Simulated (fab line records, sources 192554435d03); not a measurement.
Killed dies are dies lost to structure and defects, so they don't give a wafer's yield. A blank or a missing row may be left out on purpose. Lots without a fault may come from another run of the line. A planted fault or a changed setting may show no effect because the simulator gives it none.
Which tool did it? | flow n5_finfet | 11 lots, 32 wafers sampled, at 4 steps of a route of 1938

WHAT THE GAUGES READ, wafer by wafer
N5_BEOL_M9_THK_MEAS_01.
lot  | measured     | on            | M9_ILD_THK (nm)
L358 | day 9 15:34  | film_metro-02 | 266 266 269
L359 | day 10 07:05 | film_metro-01 | 266 268 270
L361 | day 10 09:31 | film_metro-01 | 263 264 269
L363 | day 10 10:38 | film_metro-01 | 266 268 270
L364 | day 11 03:54 | film_metro-01 | 265 270
L371 | day 13 08:50 | film_metro-01 | 263 270 268
L374 | day 13 16:13 | film_metro-02 | 257 267 266
L376 | day 14 11:49 | film_metro-02 | 265 267 267
L378 | day 15 03:38 | film_metro-02 | 265 264 271
L379 | day 15 06:11 | film_metro-02 | 268 270 270
L380 | day 15 09:40 | film_metro-02 | 267 268 269

WHICH TOOL RAN EACH LOT (tool, then ch and the chambers of the sampled wafers, then the start)
lot  | N5_BEOL_M8_STRIP_36                | N5_BEOL_M8_ALD_77                   | N5_BEOL_M8_CMP_52
L358 | rie_diel-06 ch 0,1,2, day 9 11:38  | ald_metal-03 ch 0,1,2, day 9 12:52  | cmp-02 ch 0,2,3, day 9 14:28
L359 | rie_diel-06 ch 0,3, day 10 03:03   | ald_metal-01 ch 0,2, day 10 04:53   | cmp-01 ch 0,1,3, day 10 06:00
L361 | rie_diel-06 ch 0,1,2, day 10 05:08 | ald_metal-02 ch 0,1,3, day 10 06:16 | cmp-02 ch 0,2,3, day 10 08:29
L363 | rie_diel-05 ch 1,2, day 10 07:35   | ald_metal-02 ch 1,3, day 10 08:27   | cmp-02 ch 0,2,3, day 10 09:36
L364 | rie_diel-05 ch 0,2, day 10 23:02   | ald_metal-01 ch 0,2, day 10 23:51   | cmp-02 ch 1, day 11 02:49
L371 | rie_diel-06 ch 0,1,3, day 13 04:17 | ald_metal-03 ch 0,2,3, day 13 05:17 | cmp-01 ch 0,1,3, day 13 07:41
L374 | rie_diel-06 ch 0,1,3, day 13 12:55 | ald_metal-01 ch 1,2,3, day 13 13:49 | cmp-03 ch 0,1,3, day 13 15:07
L376 | rie_diel-04 ch 0,2,3, day 14 08:07 | ald_metal-02 ch 1,3, day 14 09:00   | cmp-01 ch 1,3, day 14 10:46
L378 | rie_diel-04 ch 0,2,3, day 15 00:07 | ald_metal-02 ch 0,1,2, day 15 00:58 | cmp-02 ch 0,1,2, day 15 02:34
L379 | rie_diel-05 ch 0,3, day 15 02:44   | ald_metal-02 ch 0,2, day 15 03:56   | cmp-01 ch 0,1, day 15 05:06
L380 | rie_diel-04 ch 0,1,3, day 15 06:11 | ald_metal-02 ch 1,3, day 15 07:14   | cmp-03 ch 0,1,2, day 15 08:35
- N5_BEOL_M8_STRIP_36: strips in N2/H2.
- N5_BEOL_M8_ALD_77: deposits TaN, target thk 2 nm, pulse time 2 s, purge time 3 s.
- N5_BEOL_M8_CMP_52: polishes, stops on SiCOH lowk, t overpolish 6.9 s, target thk 80 nm.

THE ANSWER, worked out from the rows above alone
Rule: what is usual is taken from the lots themselves. Put in order of their means at a reading, lots are off if they are a third of the lots or fewer, leave a main group of 4 or more, and stand apart from it by a gap of 3 or more times the standard deviation of the main group's means; of several such gaps the widest counts. A main group whose means are all the same, to the digits that the tables above print for the reading, isn't used. A lot without any number at a reading at which 4 lots or more have one is off too. The other lots that the step has rows for count as sound.
No lot is off at any reading shown: from this, nothing can be told.

WHAT THE SIMULATOR HAD PUT IN
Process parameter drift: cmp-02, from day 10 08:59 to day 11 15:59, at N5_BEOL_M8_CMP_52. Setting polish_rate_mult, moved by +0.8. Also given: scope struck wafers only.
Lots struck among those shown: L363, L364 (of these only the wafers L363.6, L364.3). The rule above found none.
